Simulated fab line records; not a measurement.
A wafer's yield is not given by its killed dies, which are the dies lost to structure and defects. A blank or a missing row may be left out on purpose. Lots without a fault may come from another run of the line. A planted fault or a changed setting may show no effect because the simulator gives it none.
One fault seen from 2 desks :: flow nandHarc :: each desk holds nothing but its own numbers, with what lay behind them at the end

== AT THE TOOL OWNER'S DESK: rieMetal-03 ==
The tool's own readings at NHARC_A_WL_FILL_ETCHBACK_04 (etches the open film in NF3, target depth 60 nm, time 120 s): means of the sampled wafers that have a number, for each lot that ran on this tool. Marked OUT: a lot whose mean sits more than 4 standard deviations from the usual mean, which makes it out of limits; the brackets give that distance.
Columns: A = drypumpMotorCurrentA at NHARC_A_WL_FILL_ETCHBACK_04, usual 5.8 A; B = oesProductAu at NHARC_A_WL_FILL_ETCHBACK_04, usual 1.001 a.u.; C = runLengthS at NHARC_A_WL_FILL_ETCHBACK_04, usual 141.1 s
lot: L626
first seen here: day 15 15:45
A: 5.6
B: 0.986
C: 141.0

lot: L631
first seen here: day 16 06:23
A: 5.6
B: 0.997
C: 141.3

lot: L629
first seen here: day 16 17:35
A: 5.5
B: 0.996
C: 141.6

lot: L637
first seen here: day 18 14:48
A: 5.6
B: 1.004
C: 136.4 (-11) OUT

lot: L639
first seen here: day 19 04:26
A: 5.6
B: 1.007
C: 136.1 (-11) OUT
This desk's finding: out of limits on L637, L639; first on L637, day 18 14:48 (runLengthS at NHARC_A_WL_FILL_ETCHBACK_04). L626, L631, L629: within limits.

== THE DEFECT DESK ==
Inspection counts along the route, by lot: the mean over sampled wafers that carry a number. Marked OUT: a lot whose mean sits more than 4 standard deviations from the usual mean, which makes it out of limits; the brackets give that distance.
Columns: A = rawDefectCount at NHARC_A_SIN_REMOVE_INSPECT_04, usual 342
lot: L623
first seen here: day 13 21:11
A: 347

lot: L624
first seen here: day 15 00:34
A: 287

lot: L626
first seen here: day 15 11:25
A: 269

lot: L625
first seen here: day 15 11:26
A: 275

lot: L627
first seen here: day 15 11:26
A: 334

lot: L631
first seen here: day 16 01:14
A: 300

lot: L629
first seen here: day 16 08:39
A: 366

lot: L630
first seen here: day 17 00:39
A: 292

lot: L637
first seen here: day 18 03:51
A: 347

lot: L639
first seen here: day 18 22:10
A: 422

lot: L642
first seen here: day 19 06:37
A: 419

lot: L644
first seen here: day 20 15:03
A: 407

lot: L645
first seen here: day 20 15:03
A: 302
Finding of this desk: none of the 13 lots has anything out of limits.

== PUT TOGETHER ==
The tool owner's desk had the chance to raise an alarm at day 18 14:48 on L637, L639.
Nothing out of limits was seen by the defect desk.
The defect desk has L637, L639 on record, within its limits.
The lots listed all ran NHARC_A_WL_FILL_ETCHBACK_04 on rieMetal-03.

== WHAT THE SIMULATOR HAD INSERTED ==
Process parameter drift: rieMetal-03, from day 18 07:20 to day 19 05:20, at NHARC_A_WL_FILL_ETCHBACK_04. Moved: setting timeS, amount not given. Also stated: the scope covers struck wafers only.
Struck lots among those shown: L637, L639.
Each desk's first reading out of limits, in hours after the fault started: the tool owner's desk, 7.
